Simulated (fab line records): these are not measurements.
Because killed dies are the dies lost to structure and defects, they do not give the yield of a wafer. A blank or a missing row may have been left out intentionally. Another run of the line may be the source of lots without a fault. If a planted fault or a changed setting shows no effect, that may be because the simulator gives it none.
Chamber matching -- flow nandHarc -- NHARC_A_SGD_CUT_CMP_21 on cmp-03 has 4 sister chambers
The step polishes, target thk 148.19 nm. 4 wafers are shown with their chamber, then 7 later ones without.

WAFERS PAIRED WITH THEIR CHAMBERS
wafer,chamber,motorCurrentA (A)
L138.5,0,11.2
L140.2,3,11.5
L149.3,2,12.1
L149.4,1,12.9

WAFERS WHOSE CHAMBER IS MISSING
wafer,motorCurrentA (A)
L149.6,11.1
L154.3,11.6
L154.4,11.4
L154.5,11.2
L152.4,12.1
L152.5,10.8
L152.6,13.4

WHICH CHAMBER EACH WENT THROUGH
wafer,from the rows above,in truth
L149.6,can't be placed: 0 or 3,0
L154.3,can't be placed: 3 or 0 or 2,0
L154.4,can't be placed: 3 or 0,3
L154.5,can't be placed: 0 or 3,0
L152.4,2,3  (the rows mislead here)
L152.5,can't be placed: 0 or 3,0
L152.6,1,1
Correct placement for 1 of the 7. Not placeable from these rows: 5 (in 5, the candidates include the true chamber). 1 placed wrongly.
How it was worked out, from the rows above alone: a wafer's distance from a chamber is the root of the sum, over the readings, of the square of ((its reading less the chamber's mean) divided by the reading's scatter). The wafer belongs to the nearest chamber; if the next one is less than 2 further off, it can't be placed. For every chamber, the mean is computed from those of its wafers that are shown. The scatter (one wafer shown for each chamber): square how far every hidden wafer sits from the nearest shown wafer, average those squares and take the square root.
